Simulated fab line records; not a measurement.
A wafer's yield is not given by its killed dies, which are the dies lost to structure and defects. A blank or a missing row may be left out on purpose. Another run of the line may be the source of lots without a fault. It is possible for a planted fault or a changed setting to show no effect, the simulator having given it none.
fab line records	flow nandHarc
record lots=13	wafers=39	lastDay=32
route steps=1302 shown A_CHANNEL_HOLE_D2@595 A_CHANNEL_FILL_D2@615 END@1302
lots untouched by any fault: they come from a run of this same line in which no faults occurred
startH: hours from the record's opening day to when the first of the lot's shown wafers began	waitH: time in hours since the lot's previous step	" as in the row above	L1.1+2: a row that stands for several wafers	- no value, or no start given	* or withheld: withheld	< > ~ a bound
route shown NAME@n: NAME is a module with steps in the file, n the number in the route of the first one	usual: average and standard deviation across the fault-free wafers	same: alike in all rows	chamber/n: place in a boat	sites: readings site by site	_std_site: their standard deviation	_edge_site: the outer-site mean with the inner-site mean subtracted	radiusMm: how far each site lies from the wafer's centre	mask NAME#n: copy n	behind: tool/chamber where the wafer was last shaped	hold: what put the lot on hold/how long, in hours/how the hold closed	device: transistor that didn't switch, given as n, p or np	end of line: the route-end tests of the same wafers	where a step has no rows: the recipe by itself	killed: dies that structure and defects cost at the first sort, which is not the same as the wafer's yield	map: a wafer's dies, marking killed ones x, the rest . and places with no die _
set.NAME: the setting that was run; set.NAME@STEP: the one run at that earlier step	model.NAME: the simulator's own value behind a step, which no gauge read
route steps across a sampled set of lots; one table per step, one row per wafer
services: from which hour (startH, from the record's first day; less than 0 if before it) a tool's chamber was out of use, for how many hours, and why
## steps
# step NHARC_A_CHANNEL_HOLE_D2_ETCH_23
# recipe biasV=5000	sourceW=withheld	pressureMtorr=20	timeS=819	arFlowSccm=375	c4f8FlowSccm=89.3	o2FlowSccm=35.7	tempC=-20	targetDepthA=16000	chemistry=C4F8/O2/Ar
# usual drypumpMotorCurrentA=5.9/0.52	showerheadPlenumPTorr=3.60/0.16	throttleValvePct=32.154/0.0086
lot.wafer	tool	chamber	startH	waitH	drypumpMotorCurrentA	rfHoursCounterH	showerheadPlenumPTorr	throttleValvePct
L192.2	harEtch-02	1	301.38	0.5	5.9	365	3.45	32.149
L192.1	"	0	"	"	5.0	357	3.73	32.155
L192.5	"	1	"	"	5.9	-	3.45	32.140
L194.2	harEtch-01	1	316.24	0.5	6.5	165	3.48	32.163
L194.5	"	0	"	"	5.9	-	3.57	32.161
L194.6	"	1	"	"	6.5	-	3.48	32.160
L196.4	harEtch-01	1	333.07	0.5	6.5	-	3.47	32.168
L196.3	"	0	"	"	5.9	-	3.57	32.137
L196.6	"	0	"	"	5.9	-	3.57	32.146
L197.1	harEtch-02	0	349.76	0.5	5.0	384	3.72	32.167
L197.2	"	1	"	"	5.9	392	3.44	32.143
L197.6	"	0	"	"	5.0	-	3.72	32.148
L201.2	harEtch-02	0	395.45	0.5	5.0	1	3.71	32.152
L201.4	"	1	"	"	5.9	-	3.93	32.150
L201.5	"	1	"	"	5.9	-	3.93	32.157
L202.2	harEtch-01	0	397.05	0.5	5.9	215	3.55	32.156
L202.4	"	1	"	"	6.5	-	3.45	32.148
L202.3	"	0	"	"	5.9	-	3.55	32.163
L205.2	harEtch-02	0	430.77	0.5	5.0	20	3.70	32.167
L205.4	"	1	"	"	5.9	-	3.92	32.145
L205.6	"	1	"	"	5.9	-	3.92	32.166
L209.3	harEtch-02	1	452.48	0.5	5.9	-	3.91	32.162
L209.6	"	0	"	"	5.1	-	3.69	32.149
L209.5	"	1	"	"	5.9	-	3.91	32.150
L211.2	harEtch-02	0	477.27	0.5	5.0	51	3.68	32.160
L211.3	"	0	"	"	5.0	-	3.68	32.155
L211.6	"	1	"	"	5.9	-	3.90	32.159
L210.1	harEtch-01	1	479.60	0.5	6.4	264	3.43	32.134
L210.6	"	1	"	"	6.5	-	3.43	32.153
L210.5	"	0	"	"	5.9	-	3.52	32.143
L212.2	harEtch-02	0	493.35	0.5	5.0	63	3.68	32.154
L212.5	"	0	"	"	5.0	-	3.68	32.153
L212.6	"	1	"	"	5.9	-	3.90	32.165
L213.2	harEtch-01	1	509.16	0.5	6.5	280	3.42	32.150
L213.3	"	1	"	"	6.5	-	3.42	32.147
L213.6	"	0	"	"	5.9	-	3.51	32.151
L214.1	harEtch-01	0	513.20	0.5	5.9	283	3.51	32.150
L214.3	"	1	"	"	6.5	-	3.42	32.147
L214.6	"	1	"	"	6.5	-	3.42	32.156
# step NHARC_A_CHANNEL_HOLE_D2_ETCH_25
# recipe biasV=5000	sourceW=withheld	pressureMtorr=20	timeS=1040.2	arFlowSccm=375	c4f8FlowSccm=93.8	o2FlowSccm=31.2	tempC=-20	targetDepthA=15000	chemistry=C4F8/O2/Ar
# usual drypumpMotorCurrentA=5.8/0.52	showerheadPlenumPTorr=3.60/0.16	throttleValvePct=32.235/0.0096
lot.wafer	tool	chamber	startH	waitH	drypumpMotorCurrentA	rfHoursCounterH	showerheadPlenumPTorr	throttleValvePct
L192.2	harEtch-02	1	302.85	0.6	5.9	367	3.44	32.250
L192.1	"	0	"	"	5.0	359	3.73	32.241
L192.5	"	1	"	"	5.9	-	3.45	32.239
L194.2	harEtch-01	1	317.74	0.7	6.5	166	3.48	32.239
L194.5	"	0	"	"	5.9	-	3.57	32.230
L194.6	"	1	"	"	6.5	-	3.48	32.224
L196.4	harEtch-01	1	334.60	0.7	6.5	-	3.47	32.250
L196.3	"	0	"	"	5.9	-	3.56	32.226
L196.6	"	0	"	"	5.9	-	3.56	32.241
L197.1	harEtch-02	0	351.23	0.6	5.0	386	3.71	32.228
L197.2	"	1	"	"	5.9	393	3.43	32.234
L197.6	"	0	"	"	5.0	-	3.71	32.221
L201.2	harEtch-02	0	396.92	0.6	5.0	3	3.70	32.222
L201.4	"	1	"	"	5.9	-	3.93	32.240
L201.5	"	1	"	"	5.9	-	3.93	32.240
L202.2	harEtch-01	0	398.55	0.7	5.9	216	3.54	32.240
L202.4	"	1	"	"	6.5	-	3.45	32.255
L202.3	"	0	"	"	5.9	-	3.54	32.247
L205.2	harEtch-02	0	432.25	0.7	5.0	22	3.69	32.237
L205.4	"	1	"	"	5.9	-	3.92	32.233
L205.6	"	1	"	"	5.9	-	3.92	32.230
L209.3	harEtch-02	1	454.02	0.7	5.9	-	3.91	32.238
L209.6	"	0	"	"	5.0	-	3.69	32.248
L209.5	"	1	"	"	5.9	-	3.91	32.218
L211.2	harEtch-02	0	478.78	0.7	5.0	53	3.68	32.238
L211.3	"	0	"	"	5.0	-	3.68	32.226
L211.6	"	1	"	"	5.9	-	3.90	32.242
L210.1	harEtch-01	1	481.06	0.6	6.5	266	3.42	32.245
L210.6	"	1	"	"	6.5	-	3.42	32.226
L210.5	"	0	"	"	5.9	-	3.52	32.235
L212.2	harEtch-02	0	494.82	0.6	5.0	64	3.67	32.241
L212.5	"	0	"	"	5.1	-	3.67	32.241
L212.6	"	1	"	"	5.9	-	3.89	32.237
L213.2	harEtch-01	1	510.66	0.7	6.5	281	3.42	32.225
L213.3	"	1	"	"	6.5	-	3.42	32.237
L213.6	"	0	"	"	5.9	-	3.51	32.217
L214.1	harEtch-01	0	514.68	0.6	5.9	285	3.51	32.243
L214.3	"	1	"	"	6.5	-	3.42	32.230
L214.6	"	1	"	"	6.5	-	3.42	32.212
# step NHARC_A_CHANNEL_HOLE_D2_CD_MEAS_31
# usual cdNm=89.5/1.8
lot.wafer	tool	chamber	startH	waitH	cdNm
L192.1	cdSem-01	-	305.47	-	88.1
L192.2	"	-	"	"	87.3
L192.5	"	-	"	"	88.5
L194.2	cdSem-01	-	320.22	-	91.6
L194.5	"	-	"	"	89.2
L194.6	"	-	"	"	87.3
L196.3	cdSem-01	-	336.92	-	93.3
L196.4	"	-	"	"	91.5
L196.6	"	-	"	"	93.5
L197.1	cdSem-02	-	353.85	-	92.8
L197.2	"	-	"	"	88.9
L197.6	"	-	"	"	89.7
L201.2	cdSem-03	-	399.57	-	91.6
L201.4	"	-	"	"	90.5
L201.5	"	-	"	"	90.6
L202.2	cdSem-01	-	401.03	-	89.8
L202.3	"	-	"	"	91.0
L202.4	"	-	"	"	85.5
L205.2	cdSem-01	-	434.86	-	86.9
L205.4	"	-	"	"	87.8
L205.6	"	-	"	"	85.4
L209.3	cdSem-03	-	456.20	-	88.3
L209.5	"	-	"	"	90.4
L209.6	"	-	"	"	88.1
L211.2	cdSem-03	-	481.27	-	90.1
L211.3	"	-	"	"	88.7
L211.6	"	-	"	"	90.1
L210.1	cdSem-03	-	483.68	-	89.6
L210.5	"	-	"	"	91.6
L210.6	"	-	"	"	89.7
L212.2	cdSem-03	-	497.43	-	90.6
L212.5	"	-	"	"	90.9
L212.6	"	-	"	"	88.8
L213.2	cdSem-02	-	513.13	-	91.9
L213.3	"	-	"	"	89.5
L213.6	"	-	"	"	87.8
L214.1	cdSem-02	-	517.30	-	86.5
L214.3	"	-	"	"	91.5
L214.6	"	-	"	"	89.4
# step NHARC_A_CHANNEL_FILL_D2_ALD_15
# recipe targetThkA=20	pulseTimeS=60	aldCycles=19	tempC=630	pressureTorr=2	material=SiNx
# usual aldCycles=19/0	precursorPulseHeightRel=1.001/0.021
lot.wafer	tool	chamber	startH	waitH	aldCycles	precursorPulseHeightRel
L192.1	aldSinBatch-01	0	315.98	-	19	1.006
L192.2	"	0	"	"	19	1.005
L192.5	"	0	"	"	19	0.949
L194.2	aldSinBatch-03	0	330.77	-	19	1.011
L194.5	"	0	"	"	19	1.018
L194.6	"	0	"	"	19	1.013
L196.3	aldSinBatch-02	0	346.62	-	19	1.022
L196.4	"	0	"	"	19	1.001
L196.6	"	0	"	"	19	0.981
L197.1	aldSinBatch-01	0	364.08	-	19	1.005
L197.2	"	0	"	"	19	1.000
L197.6	"	0	"	"	19	0.994
L201.2	aldSinBatch-02	0	410.09	-	16	1.016
L201.4	"	0	"	"	16	1.002
L201.5	"	0	"	"	16	1.002
L202.2	aldSinBatch-02	0	410.09	-	16	1.041
L202.3	"	0	"	"	16	1.004
L202.4	"	0	"	"	16	1.022
L205.2	aldSinBatch-03	0	446.90	-	19	0.984
L205.4	"	0	"	"	19	1.004
L205.6	"	0	"	"	19	0.995
L209.3	aldSinBatch-01	0	466.68	-	19	0.971
L209.5	"	0	"	"	19	0.983
L209.6	"	0	"	"	19	1.024
L210.1	aldSinBatch-01	0	492.49	-	19	1.000
L210.5	"	0	"	"	19	1.029
L210.6	"	0	"	"	19	1.020
L211.2	aldSinBatch-01	0	492.49	-	19	0.998
L211.3	"	0	"	"	19	0.989
L211.6	"	0	"	"	19	0.991
L212.2	aldSinBatch-03	0	508.22	3.3	19	0.953
L212.5	"	0	"	"	19	1.020
L212.6	"	0	"	"	19	0.996
L213.2	aldSinBatch-03	0	523.57	-	19	0.994
L213.3	"	0	"	"	19	1.043
L213.6	"	0	"	"	19	0.990
L214.1	aldSinBatch-03	0	528.08	-	19	1.026
L214.3	"	0	"	"	19	0.972
L214.6	"	0	"	"	19	0.987
# step NHARC_END_SORT_01
# recipe tempC=25
# usual killedAtArray=58/19	killedAtOther=1.1/1.2	killedAtPeriphery=3.8/2.4	killedDies=63/18	killedOpen=3.3/1.8	killedShort=2.2/1.6
# same grossDies=677
lot.wafer	tool	chamber	startH	waitH	killedAtArray	killedAtOther	killedAtPeriphery	killedDies	killedOpen	killedShort
L202.2	prober-02	0	667.18	2.8	68	2	6	76	7	6
L202.3	prober-02	0	667.99	3.1	60	1	2	63	0	3
L202.4	prober-02	0	668.80	3.4	49	1	1	51	6	0
L205.2	prober-02	0	697.10	2.8	47	3	2	52	6	3
L205.4	prober-02	0	698.70	3.4	51	2	3	56	3	1
L205.6	prober-02	0	700.29	4.0	39	1	1	41	3	1
L212.2	prober-02	0	748.84	2.8	64	1	6	71	2	6
L212.5	prober-02	0	751.24	3.7	63	0	3	66	0	1
L212.6	prober-02	0	752.04	4.0	66	0	2	68	2	1
# killed by level:class
L202.2 A_CHANNEL_HOLE_D1:chamberFilmFlake=34 A_CHANNEL_HOLE_D2:chamberFilmFlake=18 A_SLIT:chamberFilmFlake=3 A_ONON_D1:geometricParticle:open=2 A_WL_FILL:geometricParticle:short=2 P_GATE:chamberFilmFlake=2 A_STAIRCASE:chamberFilmFlake=2 THIN_TSV:chamberFilmFlake=2
L202.3 A_CHANNEL_HOLE_D1:chamberFilmFlake=31 A_CHANNEL_HOLE_D2:chamberFilmFlake=16 A_CHANNEL_FILL_D1:chamberFilmFlake=2 A_DECK1_JOINT:chamberFilmFlake=2 A_STAIRCASE:chamberFilmFlake=2 A_CONTACT:chamberFilmFlake=2 A_CHANNEL_HOLE_D1:geometricParticle:short=1 A_CHANNEL_FILL_D1:geometricParticle:short=1
L202.4 A_CHANNEL_HOLE_D1:chamberFilmFlake=29 A_CHANNEL_HOLE_D2:chamberFilmFlake=12 A_CONTACT:chamberFilmFlake=2 A_CHANNEL_FILL_D1:geometricParticle:open=1 A_DECK1_JOINT:geometricParticle:open=1 A_ONON_D2:geometricParticle:open=1 A_CONTACT:geometricParticle:open=1 A_M1:geometricParticle:open=1
L205.2 A_CHANNEL_HOLE_D1:chamberFilmFlake=32 THIN_TSV:chamberFilmFlake=3 A_ONON_D1:geometricParticle:short=2 A_ONON_D2:geometricParticle:open=2 A_DECK1_JOINT:chamberFilmFlake=2 A_STAIRCASE:chamberFilmFlake=2 P_M2:geometricParticle:open=1 A_ONON_D1:geometricParticle:open=1
L205.4 A_CHANNEL_HOLE_D1:chamberFilmFlake=29 A_STAIRCASE:chamberFilmFlake=5 A_M1:chamberFilmFlake=4 A_CONTACT:chamberFilmFlake=3 A_DECK1_JOINT:chamberFilmFlake=2 A_WL_FILL:chamberFilmFlake=2 THIN_TSV:chamberFilmFlake=2 P_M0:geometricParticle:open=1
L205.6 A_CHANNEL_HOLE_D1:chamberFilmFlake=28 A_CONTACT:chamberFilmFlake=3 A_DECK1_JOINT:chamberFilmFlake=2 A_M0:chamberFilmFlake=2 P_M0:geometricParticle:open=1 A_CONTACT:geometricParticle:open=1 A_BLC:geometricParticle:short=1 A_M1:geometricParticle:open=1
L212.2 A_SLIT:chamberFilmFlake=29 A_CHANNEL_HOLE_D1:chamberFilmFlake=13 A_STAIRCASE:chamberFilmFlake=6 A_CONTACT:chamberFilmFlake=5 A_CHANNEL_FILL_D1:chamberFilmFlake=4 P_STI:chamberFilmFlake=3 P_CONTACT:geometricParticle:open=1 P_M0:geometricParticle:short=1
L212.5 A_SLIT:chamberFilmFlake=35 A_CHANNEL_HOLE_D1:chamberFilmFlake=12 A_CONTACT:chamberFilmFlake=6 A_STAIRCASE:chamberFilmFlake=4 P_STI:chamberFilmFlake=3 A_DECK1_JOINT:chamberFilmFlake=2 A_WL_FILL:geometricParticle:short=1 A_CHANNEL_FILL_D1:chamberFilmFlake=1
L212.6 A_SLIT:chamberFilmFlake=31 A_CHANNEL_HOLE_D1:chamberFilmFlake=13 A_STAIRCASE:chamberFilmFlake=7 A_CONTACT:chamberFilmFlake=4 A_WL_FILL:chamberFilmFlake=3 A_DECK1_JOINT:chamberFilmFlake=2 A_CHANNEL_FILL_D1:chamberFilmFlake=2 A_ONON_D1:geometricParticle:open=1
## services
tool	chamber	startH	hours	kind
aldSinBatch-01	-	336.11	1.8	repair
harEtch-02	-	377.00	17.0	pm
harEtch-02	0	377.00	17.0	ventCycle
harEtch-02	1	377.00	17.0	ventCycle
harEtch-02	0	394.00	-	clean
harEtch-02	0	394.00	-	consumableReplace:focusRing
harEtch-02	1	394.00	-	clean
harEtch-02	1	394.00	-	consumableReplace:focusRing
harEtch-02	1	394.00	-	consumableReplace:showerhead
aldSinBatch-03	-	481.96	3.5	repair
aldSinBatch-01	-	506.00	26.0	pm
## key
firstSign step=NHARC_A_CHANNEL_FILL_D2_ALD_15	reading=aldCycles	direction=down	sigmas=99+	usual=19	struck=16
effect none on later readings
metAt NHARC_A_CHANNEL_FILL_D2_ALD_15
struckLots L201,L202
testerLeftOut L201,L202
notActingAt NHARC_A_CHANNEL_HOLE_D2_ETCH_23,NHARC_A_CHANNEL_HOLE_D2_ETCH_25,NHARC_A_CHANNEL_HOLE_D2_CD_MEAS_31
onsetBetween 346.62 410.09
fault kind=processParameterDrift	tool=aldSinBatch-02	chamber=-	onsetH=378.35	steps=NHARC_A_CHANNEL_FILL_D2_ALD_15	channel=aldCycles	offset=-3	shape=step	endH=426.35	actsIn=theseRecipesOnly	stated=19
# testerLeftOut: of these lots the tester's yield and bins aren't shown, on N5 and GAA mostly nor the transistor test; their killed dies are dies lost to structure and defects alone, not to doping, threshold or leakage, so they don't give the yield
